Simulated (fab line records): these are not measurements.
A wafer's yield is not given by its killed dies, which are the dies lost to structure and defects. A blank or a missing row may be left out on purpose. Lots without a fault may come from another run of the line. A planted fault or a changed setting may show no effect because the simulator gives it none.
Struck lot and sound lot, side by side :: flow n5Finfet :: 15 steps out of a route of 1938
Sound: these wafers, L649.2, L649.3, L649.4. Wafers struck: L657.2, L657.5, L657.6. The cause is named last.
Order at every step that has rows: each side's tool, ch and its chambers, its first start. Under that, the readings that differ: sound wafers :: struck wafers :: difference of the means :: sigmas: that difference in standard deviations of wafers without a fault.
alike: same words and numbers on both sides, and readings whose means sit less than 2 such deviations apart. not compared: any withheld reading, any reading some wafer has no value for, any bound like >300 that may hide the same value, and any number with overlapping values for which the record gives no deviation.
The two part at a step that has a row with sigmas, a row that says differs or no value, or rows on one side only. When numbers do not overlap yet have no deviation, they are printed without sigmas and do not part them. A reading that every wafer of one side lacks parts them only if that side has two wafers or more.

first, 7 steps without rows for these wafers: N5_BEOL_M7_COAT_60 (time 60 s, resist thk 35 nm); N5_BEOL_M7_COAT_05 (resist thk 90 nm); N5_BEOL_M7_EBR_07; N5_BEOL_M7_SOFTBAKE_06 (time 60 s); N5_BEOL_M7_EXPOSE_08 (exposes mask M7); N5_BEOL_M7_PEB_09 (peb time 60 s); N5_BEOL_M7_DEVELOP_10 (develop time 30 s).
N5_BEOL_M7_CD_MEAS_11: the cd target is 38.5 nm.
  sound on cdSem-02 ch 0, day 10 14:23; struck on cdSem-01 ch 0, day 12 04:44
  alike: cdNm
N5_BEOL_M7_OVL_MEAS_12:
  sound on overlay-01 ch 0, day 10 14:25; struck on overlay-02 ch 0, day 12 04:46
  alike: M7_OVL
N5_BEOL_M7_INSPECT_13: inspects for defects (brightfield).
  sound on defectInspect-01 at day 10 14:26; struck on defectInspect-02 at day 12 04:47
  alike: rawDefectCount
N5_BEOL_M7_DESCUM_16: chemistry O2, time 7.9 s.
  sound on rieDiel-05 ch 2,3, day 10 14:28; struck on rieDiel-03 ch 0,3, day 12 04:59
  alike: drypumpMotorCurrentA, oesProductAu, rfVppV, showerheadPlenumPTorr, throttleValvePct
  not compared: rfHoursCounterH
N5_BEOL_M7_ETCH_61: etches SiARC in CF4, target depth 45.5 nm, time 75.8 s.
  sound on rieDiel-05 ch 2,3, day 10 14:30; struck on rieDiel-03 ch 0,3, day 12 05:02
  alike: biasW, drypumpMotorCurrentA, etchRfOnTimeS, oesProductAu, rfFwdPowerW, rfVppV, showerheadPlenumPTorr, throttleValvePct
  not compared: rfHoursCounterH
N5_BEOL_M7_ETCH_62: etches SOC in N2/H2, target depth 110 nm, overetch 22 nm, time 165 s.
  sound on rieDiel-05 ch 2,3, day 10 14:34; struck on rieDiel-03 ch 0,3, day 12 05:05
reading: rfFwdPowerW (W)
sound: 835.3 837.5 841.1
struck: 1036.7 1040.6 1040.2
difference: +201.2
sigmas: +75

reading: rfVppV (V)
sound: 521.2 528.3 527.7
struck: 487.7 491.0 487.4
difference: -37.0
sigmas: -12

reading: model.SiARC_of_BEOL_M7_COAT_60.thkNm (nm)
sound: 28.6 28.4 28.6
struck: 27.4 27.4 27.4
difference: -1.1
sigmas: 
  alike: biasW, drypumpMotorCurrentA, oesProductAu, showerheadPlenumPTorr, throttleValvePct
  not compared: rfHoursCounterH
then, 1 step without rows for these wafers: N5_BEOL_M7_STRIP_68 (strips in N2/H2).
N5_PASSIVATION_PROBE_49:
  sound wafers here have rows in the record (prober-02, day 13 13:59); struck ones have none

== WHERE THEY PART ==
First at N5_BEOL_M7_ETCH_62; last, within this record, at N5_PASSIVATION_PROBE_49.

WHY: what had been put in by the simulator
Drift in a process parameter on rieDiel-03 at N5_BEOL_M7_ETCH_62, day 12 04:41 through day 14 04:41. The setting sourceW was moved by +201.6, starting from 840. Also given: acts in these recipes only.
